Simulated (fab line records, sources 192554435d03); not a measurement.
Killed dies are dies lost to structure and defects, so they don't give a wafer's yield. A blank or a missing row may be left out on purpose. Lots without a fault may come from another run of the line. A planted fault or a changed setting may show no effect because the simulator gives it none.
Which tool did it? | flow n5_finfet | 12 lots, 36 wafers sampled, at 5 steps of a route of 1938

WHAT THE GAUGES READ, wafer by wafer
N5_BEOL_M6_CD_MEAS_28: target cd 40 nm.
lot  | measured     | on        | cd_nm (nm)
L075 | day 9 22:21  | cd_sem-02 | 39.84 39.84 40.12
L076 | day 10 07:21 | cd_sem-03 | 39.89 40.00 39.93
L079 | day 10 12:22 | cd_sem-02 | 39.77 39.70 40.36
L081 | day 11 01:43 | cd_sem-03 | 40.30 39.49 39.79
L082 | day 11 13:00 | cd_sem-03 | 40.05 39.84 40.28
L085 | day 12 13:09 | cd_sem-03 | 39.92 39.75 39.91
L087 | day 12 17:33 | cd_sem-03 | 40.06 39.93 39.83
L088 | day 13 00:53 | cd_sem-02 | 40.07 39.79 40.29
L092 | day 13 17:50 | cd_sem-02 | 39.86 39.83 40.15
L094 | day 14 11:05 | cd_sem-02 | 39.56 39.68 40.34
L095 | day 14 16:34 | cd_sem-01 | 39.94 39.86 40.45
L097 | day 15 02:28 | cd_sem-02 | 40.04 40.28 39.92

WHICH TOOL RAN EACH LOT (tool, then ch and the chambers of the sampled wafers, then the start)
lot  | N5_BEOL_M4_ANNEAL_49         | N5_BEOL_M5_PRE_CLEAN_45      | N5_BEOL_M6_DESCUM_16               | N5_BEOL_M6_STRIP_67
L075 | pvd_sputter-02, day 8 22:20  | pvd_sputter-03, day 9 09:05  | rie_diel-04 ch 0,2,3, day 9 18:48  | rie_diel-04 ch 0,2,3, day 9 19:02
L076 | pvd_sputter-01, day 9 05:25  | pvd_sputter-02, day 9 16:16  | rie_diel-04 ch 0,1,2, day 10 05:04 | rie_diel-04 ch 0,1,2, day 10 05:19
L079 | pvd_sputter-02, day 9 13:17  | pvd_sputter-03, day 9 23:55  | rie_diel-03 ch 0,1,3, day 10 10:09 | rie_diel-03 ch 0,1,3, day 10 10:23
L081 | pvd_sputter-01, day 10 05:44 | pvd_sputter-02, day 10 14:31 | rie_diel-01 ch 0,1,2, day 10 23:58 | rie_diel-01 ch 0,1,2, day 11 00:12
L082 | pvd_sputter-03, day 10 16:19 | pvd_sputter-01, day 11 03:12 | rie_diel-03 ch 1,2,3, day 11 12:04 | rie_diel-03 ch 1,2,3, day 11 12:18
L085 | pvd_sputter-01, day 11 14:50 | pvd_sputter-01, day 12 02:09 | rie_diel-04 ch 0,1,3, day 12 10:41 | rie_diel-04 ch 0,1,3, day 12 10:55
L087 | pvd_sputter-01, day 11 19:34 | pvd_sputter-01, day 12 07:53 | rie_diel-01 ch 1,2,3, day 12 16:10 | rie_diel-01 ch 1,2,3, day 12 16:25
L088 | pvd_sputter-03, day 12 03:58 | pvd_sputter-01, day 12 14:28 | rie_diel-03 ch 1,2,3, day 12 23:40 | rie_diel-03 ch 1,2,3, day 12 23:54
L092 | pvd_sputter-03, day 12 15:50 | pvd_sputter-03, day 13 03:38 | rie_diel-04 ch 0,1,2, day 13 15:22 | rie_diel-04 ch 0,1,2, day 13 15:36
L094 | pvd_sputter-03, day 13 07:19 | pvd_sputter-02, day 13 22:34 | rie_diel-01 ch 1,3, day 14 10:05   | rie_diel-01 ch 1,3, day 14 10:20
L095 | pvd_sputter-01, day 13 18:14 | pvd_sputter-02, day 14 04:45 | rie_diel-01 ch 0,2, day 14 13:11   | rie_diel-01 ch 0,2, day 14 13:25
L097 | pvd_sputter-02, day 14 05:35 | pvd_sputter-02, day 14 13:41 | rie_diel-04 ch 0,1,3, day 15 00:21 | rie_diel-04 ch 0,1,3, day 15 00:35
- N5_BEOL_M4_ANNEAL_49: time 240 s.
- N5_BEOL_M5_PRE_CLEAN_45: time 30 s.
- N5_BEOL_M6_DESCUM_16: chemistry O2, time 7.9 s.
- N5_BEOL_M6_STRIP_67: strips in CF4.

THE ANSWER, worked out from the rows above alone
Rule: what is usual is taken from the lots themselves. Put in order of their means at a reading, lots are off if they are a third of the lots or fewer, leave a main group of 4 or more, and stand apart from it by a gap of 3 or more times the standard deviation of the main group's means; of several such gaps the widest counts. A main group whose means are all the same, to the digits that the tables above print for the reading, isn't used. A lot without any number at a reading at which 4 lots or more have one is off too. The other lots that the step has rows for count as sound.
No lot is off at any reading shown: from this, nothing can be told.

WHAT THE SIMULATOR HAD PUT IN
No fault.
